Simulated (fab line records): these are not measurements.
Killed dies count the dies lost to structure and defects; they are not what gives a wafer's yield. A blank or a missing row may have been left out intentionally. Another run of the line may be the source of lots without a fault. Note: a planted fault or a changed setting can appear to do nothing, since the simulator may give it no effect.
Chamber matching :: flow n5-finfet :: uv-cure-02 running N5_BEOL_M11_CURE_72: 3 sister chambers
The step cures SiCOH lowk, time 120 s. 22 wafers are shown with their chamber, then 11 later ones without.

== WAFERS, EACH WITH ITS CHAMBER ==
wafer: L077.4
chamber: 2
lamp-power-pct (%): 52.39
wafer_temp_C_max: 372.1

wafer: L077.5
chamber: 2
lamp-power-pct (%): 52.37
wafer_temp_C_max: 371.8

wafer: L077.6
chamber: 2
lamp-power-pct (%): 52.40
wafer_temp_C_max: 371.9

wafer: L079.1
chamber: 0
lamp-power-pct (%): 52.34
wafer_temp_C_max: 372.1

wafer: L079.2
chamber: 0
lamp-power-pct (%): 52.35
wafer_temp_C_max: 371.9

wafer: L079.3
chamber: 0
lamp-power-pct (%): 52.30
wafer_temp_C_max: 372.3

wafer: L083.1
chamber: 0
lamp-power-pct (%): 52.27
wafer_temp_C_max: 371.9

wafer: L083.3
chamber: 0
lamp-power-pct (%): 52.29
wafer_temp_C_max: 372.0

wafer: L083.4
chamber: 0
lamp-power-pct (%): 52.33
wafer_temp_C_max: 373.1

wafer: L081.2
chamber: 0
lamp-power-pct (%): 52.31
wafer_temp_C_max: 371.8

wafer: L081.3
chamber: 0
lamp-power-pct (%): 52.34
wafer_temp_C_max: 372.0

wafer: L081.5
chamber: 0
lamp-power-pct (%): 52.45
wafer_temp_C_max: 372.1

wafer: L082.1
chamber: 1
lamp-power-pct (%): 52.23
wafer_temp_C_max: 371.2

wafer: L082.4
chamber: 1
lamp-power-pct (%): 52.22
wafer_temp_C_max: 371.9

wafer: L082.6
chamber: 1
lamp-power-pct (%): 52.26
wafer_temp_C_max: 371.3

wafer: L085.1
chamber: 2
lamp-power-pct (%): 52.35
wafer_temp_C_max: 372.3

wafer: L085.2
chamber: 2
lamp-power-pct (%): 52.40
wafer_temp_C_max: 372.3

wafer: L085.3
chamber: 2
lamp-power-pct (%): 52.30
wafer_temp_C_max: 372.5

wafer: L090.1
chamber: 0
lamp-power-pct (%): 52.33
wafer_temp_C_max: 372.2

wafer: L090.2
chamber: 0
lamp-power-pct (%): 52.34
wafer_temp_C_max: 372.3

wafer: L090.3
chamber: 0
lamp-power-pct (%): 52.29
wafer_temp_C_max: 372.1

wafer: L094.2
chamber: 0
lamp-power-pct (%): 52.30
wafer_temp_C_max: 372.1

SIGNATURES (means of the wafers above)
reading: lamp-power-pct
chamber 0: 52.3262
chamber 1: 52.2367
chamber 2: 52.3683
scatter within a chamber: 0.0412

reading: wafer_temp_C_max
chamber 0: 372.146
chamber 1: 371.467
chamber 2: 372.150
scatter within a chamber: 0.316
Rule: distance of a wafer from a chamber = root of the sum over the readings of ((wafer's reading minus chamber's mean) / reading's scatter) squared. The wafer belongs to the nearest chamber; if the next one is less than 2 further off, it can't be placed. The scatter is the square root of a quotient: the sum, over the shown wafers, of each reading's squared deviation from its chamber's mean, divided by wafers minus chambers.

== WAFERS MISSING THEIR CHAMBER ==
wafer: L094.3
lamp-power-pct (%): 52.27
wafer_temp_C_max: 371.6

wafer: L094.5
lamp-power-pct (%): 52.30
wafer_temp_C_max: 372.3

wafer: L093.2
lamp-power-pct (%): 52.31
wafer_temp_C_max: 371.6

wafer: L093.4
lamp-power-pct (%): 52.27
wafer_temp_C_max: 371.4

wafer: L093.6
lamp-power-pct (%): 52.36
wafer_temp_C_max: 371.4

wafer: L095.1
lamp-power-pct (%): 52.34
wafer_temp_C_max: 371.2

wafer: L095.4
lamp-power-pct (%): 52.37
wafer_temp_C_max: 371.0

wafer: L095.6
lamp-power-pct (%): 52.26
wafer_temp_C_max: 370.5

wafer: L092.1
lamp-power-pct (%): 52.41
wafer_temp_C_max: 371.3

wafer: L092.3
lamp-power-pct (%): 52.28
wafer_temp_C_max: 370.6

wafer: L092.4
lamp-power-pct (%): 52.30
wafer_temp_C_max: 370.8

== CHAMBER TAKEN BY EACH ==
wafer: L094.3
from the rows above: can't be placed: 1 or 0
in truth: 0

wafer: L094.5
from the rows above: can't be placed: 0 or 2
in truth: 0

wafer: L093.2
from the rows above: can't be placed: 0 or 1 or 2
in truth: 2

wafer: L093.4
from the rows above: can't be placed: 1 or 0
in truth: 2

wafer: L093.6
from the rows above: can't be placed: 2 or 0 or 1
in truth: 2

wafer: L095.1
from the rows above: can't be placed: 1 or 0 or 2
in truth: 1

wafer: L095.4
from the rows above: can't be placed: 1 or 2 or 0
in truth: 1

wafer: L095.6
from the rows above: 1
in truth: 1

wafer: L092.1
from the rows above: can't be placed: 2 or 0 or 1
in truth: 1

wafer: L092.3
from the rows above: 1
in truth: 1

wafer: L092.4
from the rows above: can't be placed: 1 or 0 or 2
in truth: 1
2 of 11 placed correctly. Cannot be placed on the basis of these rows: 9; the candidates contain the true chamber in 8. 0 placed wrongly.
